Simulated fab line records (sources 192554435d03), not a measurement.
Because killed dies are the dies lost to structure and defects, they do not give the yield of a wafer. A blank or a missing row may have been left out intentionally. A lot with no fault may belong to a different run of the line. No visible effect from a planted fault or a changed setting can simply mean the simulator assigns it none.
Which tool is to blame? / flow n5_finfet / 12 lots with 36 wafers sampled at 3 steps, on a route of 1938 steps

== WHAT EACH GAUGE READ, for each wafer ==
N5_BEOL_M13_INSPECT_12: inspects for defects (macro).
lot=L075; measured=day 11 20:20; on=defect_inspect-01; raw_defect_count=4 1 3
lot=L079; measured=day 12 06:22; on=defect_inspect-02; raw_defect_count=2 0 0
lot=L077; measured=day 12 12:42; on=defect_inspect-02; raw_defect_count=2 1 1
lot=L083; measured=day 13 06:28; on=defect_inspect-01; raw_defect_count=3 4 1
lot=L082; measured=day 13 10:21; on=defect_inspect-01; raw_defect_count=4 3 3
lot=L085; measured=day 14 01:26; on=defect_inspect-02; raw_defect_count=1 0 1
lot=L086; measured=day 14 22:51; on=defect_inspect-01; raw_defect_count=4 0 4
lot=L088; measured=day 15 08:32; on=defect_inspect-02; raw_defect_count=6 3 3
lot=L090; measured=day 15 13:58; on=defect_inspect-02; raw_defect_count=2 3 4
lot=L092; measured=day 16 12:28; on=defect_inspect-02; raw_defect_count=3 4 2
lot=L095; measured=day 17 02:07; on=defect_inspect-02; raw_defect_count=4 1 0
lot=L097; measured=day 17 08:19; on=defect_inspect-02; raw_defect_count=2 2 3

== EACH LOT AND THE TOOL THAT RAN IT (in order: tool; ch and the chambers of the sampled wafers; start) ==
lot=L075; N5_BEOL_M12_CMP_49=cmp-02 ch 0,1,2, day 11 19:20; N5_BEOL_M13_ILD_DEP_00=pecvd-04 ch 1,2, day 11 19:49
lot=L079; N5_BEOL_M12_CMP_49=cmp-03 ch 1,2,3, day 12 05:24; N5_BEOL_M13_ILD_DEP_00=pecvd-02 ch 0,1,2, day 12 05:51
lot=L077; N5_BEOL_M12_CMP_49=cmp-02 ch 0,3, day 12 11:33; N5_BEOL_M13_ILD_DEP_00=pecvd-01 ch 0,1, day 12 12:04
lot=L083; N5_BEOL_M12_CMP_49=cmp-03 ch 0,1, day 13 05:29; N5_BEOL_M13_ILD_DEP_00=pecvd-01 ch 0,2, day 13 05:58
lot=L082; N5_BEOL_M12_CMP_49=cmp-04 ch 0,2, day 13 09:09; N5_BEOL_M13_ILD_DEP_00=pecvd-04 ch 0,1, day 13 09:40
lot=L085; N5_BEOL_M12_CMP_49=cmp-04 ch 1,2,3, day 14 00:26; N5_BEOL_M13_ILD_DEP_00=pecvd-04 ch 0,1,2, day 14 00:48
lot=L086; N5_BEOL_M12_CMP_49=cmp-04 ch 0,1,2, day 14 21:53; N5_BEOL_M13_ILD_DEP_00=pecvd-04 ch 0,2, day 14 22:20
lot=L088; N5_BEOL_M12_CMP_49=cmp-02 ch 0,1, day 15 07:33; N5_BEOL_M13_ILD_DEP_00=pecvd-01 ch 0,1,2, day 15 08:02
lot=L090; N5_BEOL_M12_CMP_49=cmp-03 ch 0,1,3, day 15 12:59; N5_BEOL_M13_ILD_DEP_00=pecvd-04 ch 2, day 15 13:23
lot=L092; N5_BEOL_M12_CMP_49=cmp-02 ch 0,2,3, day 16 11:23; N5_BEOL_M13_ILD_DEP_00=pecvd-04 ch 0,1,2, day 16 11:49
lot=L095; N5_BEOL_M12_CMP_49=cmp-03 ch 0,1, day 17 01:02; N5_BEOL_M13_ILD_DEP_00=pecvd-02 ch 0,1, day 17 01:29
lot=L097; N5_BEOL_M12_CMP_49=cmp-02 ch 0,1,2, day 17 07:08; N5_BEOL_M13_ILD_DEP_00=pecvd-04 ch 0,2, day 17 07:37
- N5_BEOL_M12_CMP_49: polishes, stops on SiOC, t overpolish 20.6 s, target thk 320 nm.
- N5_BEOL_M13_ILD_DEP_00: deposits SiOC from DEMS/O2, target thk 837.92 nm, time 166.4 s.

== THE ANSWER, worked out from the rows above alone ==
Rule: what is usual is taken from the lots themselves. Put in order of their means at a reading, lots are off if they are a third of the lots or fewer, leave a main group of 4 or more, and stand apart from it by a gap of 3 or more times the standard deviation of the main group's means; of several such gaps the widest counts. The tables above print the reading to a certain number of digits; a main group whose means all agree to those digits is not used. Also off: a lot with no number at a reading for which 4 or more lots have one. Any other lot the step has rows for is counted as sound.
None of the lots is off at any reading shown; this tells nothing.

== WHAT THE SIMULATOR HAD PUT IN ==
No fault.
